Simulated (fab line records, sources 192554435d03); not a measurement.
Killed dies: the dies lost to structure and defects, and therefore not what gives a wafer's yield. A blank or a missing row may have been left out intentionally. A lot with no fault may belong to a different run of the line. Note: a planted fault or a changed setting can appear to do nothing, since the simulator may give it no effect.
A struck lot beside a sound one    flow n5 finfet    35 out of 1938 route steps
Sound: these wafers, L372.2, L372.5, L372.6. Struck: wafers L369.1, L369.3, L369.5. The cause comes at the end.
At each step with rows: each side's tool, then ch and its chambers, then its first start. Under that, the readings that differ: sound wafers    struck wafers    difference of the means    sigmas: that difference in standard deviations of wafers without a fault.
alike: readings whose means differ by less than 2 such deviations, and words and numbers that are the same on both sides. not compared: withheld readings, readings that some wafer has no value for, bounds like >300 that may hide the same value, and numbers for which the record gives no deviation and whose values overlap.
A row with sigmas, a row that says differs or no value, or rows on one side alone: a step with any of these is where the two part. Numbers that don't overlap but have no deviation are shown without sigmas and don't part them. A reading missing from all wafers of one side parts the sides only when that side holds two or more wafers.

first, 2 steps without rows for these wafers: N5_BEOL_M4_ETCH_41 (etches SiCN in CH3F/O2, target depth 29.9 nm, time 52.5 s); N5_BEOL_M4_STRIP_97 (strips in N2/H2, time 10 s).
N5_BEOL_M4_OCD_MEAS_38:
  sound: ocd-01 at day 12 17:56; struck: ocd-02 at day 12 07:24
  alike: trench depth nm
then, 4 steps without rows for these wafers: N5_BEOL_M4_HM_STRIP_39 (strips TiN in peroxide tin strip, target depth 25 nm, time 158 s); N5_BEOL_M4_SRD_40 (time 30 s); N5_BEOL_M4_PRECLEAN_42 (cleans in residue remover, time 60 s); N5_BEOL_M4_SRD_43 (time 30 s).
N5_BEOL_M4_CD_MEAS_35: target cd 18 nm, target cd y 22.4 nm.
  sound: cd sem-02 at day 12 18:05; struck: cd sem-01 at day 12 07:33
  alike: cd nm
then, 4 steps without rows for these wafers: N5_BEOL_M4_DEGAS_44 (time 60 s); N5_BEOL_M4_PRE_CLEAN_45 (time 30 s); N5_BEOL_M4_ALD_84 (deposits TaN, pulse time 2 s, purge time 3 s, co reactant purge time 2 s); N5_BEOL_M4_SURFACE_TREAT_85.
N5_BEOL_M4_CVD_47: deposits Co from CCTBA/H2, target thk 3 nm, time 223.8 s.
  sound on cvd co-01 ch 1,2, day 12 19:27; struck on cvd co-01 ch 0,1, day 12 08:10
  no value came back on the struck wafers for chamber pressure Torr (Torr), run length s (s); on the sound wafers chamber pressure Torr (Torr) reads 30.05 29.99 30.00
  not compared: since wet clean h
then, 6 steps without rows for these wafers: N5_BEOL_M4_SPUTTER_48 (material Cu, target thk 4.5 nm, time 8.29 s); N5_BEOL_M4_ANNEAL_49 (time 240 s); N5_BEOL_M4_SPUTTER_79 (material Cu, target thk 4.5 nm, time 8.29 s); N5_BEOL_M4_ANNEAL_80 (time 240 s); N5_BEOL_M4_SPUTTER_81 (material Cu, target thk 4.5 nm, time 8.29 s); N5_BEOL_M4_ANNEAL_82 (time 240 s).
N5_BEOL_M4_SPUTTER_86: material Cu, target thk 4.5 nm, time 8.29 s.
  sound: pvd sputter-02 at day 12 20:16; struck: pvd sputter-03 at day 12 09:07
  alike: throttle valve pct
then, 1 step without rows for these wafers: N5_BEOL_M4_ANNEAL_87 (time 240 s).
N5_BEOL_M4_SPUTTER_88: material Cu, target thk 4.5 nm, time 8.29 s.
  sound: pvd sputter-02 at day 12 20:29; struck: pvd sputter-03 at day 12 09:20
  alike: throttle valve pct
N5_BEOL_M4_ANNEAL_89: time 240 s.
  sound: pvd sputter-02 at day 12 20:34; struck: pvd sputter-03 at day 12 09:25
  alike: heater power w
then, 5 steps without rows for these wafers: N5_BEOL_M4_SPUTTER_90 (material Cu, target thk 4.5 nm, time 8.29 s); N5_BEOL_M4_ANNEAL_91 (time 240 s); N5_BEOL_M4_SPUTTER_92 (material Cu, target thk 4.5 nm, time 8.29 s); N5_BEOL_M4_ANNEAL_93 (time 240 s); N5_BEOL_M4_SPUTTER_94 (material Cu, target thk 4.5 nm, time 8.29 s).
N5_BEOL_M4_ANNEAL_95: time 240 s.
  sound: pvd sputter-02 at day 12 21:14; struck: pvd sputter-03 at day 12 10:05
  alike: heater power w
then, 2 steps without rows for these wafers: N5_BEOL_M4_SPUTTER_96 (material Cu, target thk 4.5 nm, time 8.29 s); N5_BEOL_M4_ECD_50 (material Cu, target thk 300 nm).
N5_BEOL_M4_ANNEAL_51: time 90 s.
  sound on rtp anneal-01 ch 0, day 12 21:37; struck on rtp anneal-02 ch 0, day 12 10:25
  alike: wafer_temp_C_max
N5_BEOL_M4_CMP_52: polishes, stops on SiOC, t overpolish 6.8 s, target thk 40 nm.
  sound on cmp-04 ch 2,3, day 12 21:54; struck on cmp-01 ch 0,1, day 12 10:44
reading                                 sound           struck          difference  sigmas
barrier field endpoint s (s)            24.4 24.8 25.7  20.8 21.2 21.7  -3.7        -6
model.Cu_of_BEOL_M4_ECD_50.thk nm (nm)  40.4 39 40      42.4 45 43.2    +3.7        
  alike: motor current A
N5_BEOL_M4_RC_MEAS_101:
  the record has rows for the sound wafers here (prober-02 ch 0, day 12 22:38) and none for the struck ones
-- the record jumps here: 5 days lie between the struck wafers' starts before and after (it left off in module BEOL_M4 and takes up again in module PASSIVATION, whose first step shown is number 1936 of the route) --
N5_PASSIVATION_PROBE_49:
  only the struck wafers here have rows in the record (prober-02, day 17 01:07); the sound ones have none

WHERE THEY PART
Earliest at N5_BEOL_M4_CVD_47; latest, in this record, at N5_PASSIVATION_PROBE_49.

WHY: the cause the simulator had injected
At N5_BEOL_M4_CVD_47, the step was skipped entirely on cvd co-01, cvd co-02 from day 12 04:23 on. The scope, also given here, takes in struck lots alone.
